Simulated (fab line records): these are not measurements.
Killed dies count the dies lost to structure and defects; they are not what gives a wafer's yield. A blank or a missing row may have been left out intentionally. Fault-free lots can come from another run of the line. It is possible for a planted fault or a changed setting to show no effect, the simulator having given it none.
Matching of chambers | flow n5Finfet | 4 sister chambers for N5_FIN_SAQP_STRIP_77 on rieDiel-03
The step strips in N2/H2, time 90 s. 22 wafers are shown with their chamber, then 11 later ones without.

## EACH WAFER AND ITS CHAMBER
wafer  | chamber | drypumpMotorCurrentA (A) | showerheadPlenumPTorr (Torr) | throttleValvePct (%)
L074.1 | 3       | 5.9                      | 3.27                         | 12.40
L074.2 | 0       | 5.1                      | 3.35                         | 12.50
L074.3 | 1       | 6.3                      | 3.35                         | 12.25
L076.1 | 2       | 5.5                      | 3.55                         | 12.33
L076.2 | 0       | 5.1                      | 3.35                         | 12.49
L076.3 | 3       | 5.9                      | 3.26                         | 12.41
L076.4 | 1       | 6.4                      | 3.35                         | 12.26
L076.5 | 0       | 5.1                      | 3.35                         | 12.48
L076.6 | 3       | 5.9                      | 3.26                         | 12.40
L077.1 | 2       | 5.5                      | 3.55                         | 12.32
L077.5 | 1       | 6.4                      | 3.35                         | 12.26
L077.6 | 0       | 5.1                      | 3.35                         | 12.49
L078.3 | 0       | 5.1                      | 3.35                         | 12.52
L078.4 | 3       | 5.9                      | 3.26                         | 12.40
L078.6 | 3       | 5.9                      | 3.26                         | 12.42
L081.1 | 2       | 5.5                      | 3.54                         | 12.35
L081.4 | 0       | 5.1                      | 3.34                         | 12.52
L081.6 | 1       | 6.4                      | 3.34                         | 12.28
L082.1 | 0       | 5.1                      | 3.34                         | 12.51
L082.4 | 1       | 6.4                      | 3.34                         | 12.28
L082.5 | 2       | 5.5                      | 3.54                         | 12.37
L086.1 | 2       | 5.5                      | 3.54                         | 12.39

SIGNATURES (means of the wafers above)
reading               | chamber 0 | chamber 1 | chamber 2 | chamber 3 | scatter within a chamber
drypumpMotorCurrentA  | 5.100     | 6.380     | 5.500     | 5.900     | 0.0211
showerheadPlenumPTorr | 3.3471    | 3.3460    | 3.5440    | 3.2620    | 0.00507
throttleValvePct      | 12.5014   | 12.2660   | 12.3520   | 12.4060   | 0.018
Rule: distance of a wafer from a chamber = root of the sum over the readings of ((wafer's reading minus chamber's mean) / reading's scatter) squared. The wafer belongs to the nearest chamber; if the next one is less than 2 further off, it can't be placed. The scatter: take each reading less its chamber's mean, square it, sum over the shown wafers, divide by the number of wafers less the number of chambers, and take the root.

## WAFERS WITHOUT THEIR CHAMBER
wafer  | drypumpMotorCurrentA (A) | showerheadPlenumPTorr (Torr) | throttleValvePct (%)
L086.4 | 6.4                      | 3.34                         | 12.31
L086.5 | 6.3                      | 3.34                         | 12.30
L090.1 | 5.5                      | 3.53                         | 12.39
L090.2 | 5.9                      | 3.25                         | 12.45
L090.3 | 6.3                      | 3.33                         | 12.35
L095.2 | 5.5                      | 3.52                         | 12.43
L095.3 | 5.9                      | 3.25                         | 12.48
L095.6 | 6.0                      | 3.25                         | 12.49
L097.1 | 6.3                      | 3.33                         | 11.71
L097.4 | 5.9                      | 3.24                         | 12.52
L097.6 | 5.5                      | 3.52                         | 12.44

## WHICH CHAMBER EACH WENT THROUGH
wafer  | from the rows above | in truth
L086.4 | 1                   | 1
L086.5 | 1                   | 1
L090.1 | 2                   | 2
L090.2 | 3                   | 3
L090.3 | 1                   | 1
L095.2 | 2                   | 2
L095.3 | 3                   | 3
L095.6 | 3                   | 3
L097.1 | 1                   | 1
L097.4 | 3                   | 3
L097.6 | 2                   | 2
Correct placement for 11 of the 11. Can't be placed from these rows: 0. 0 placed wrongly.
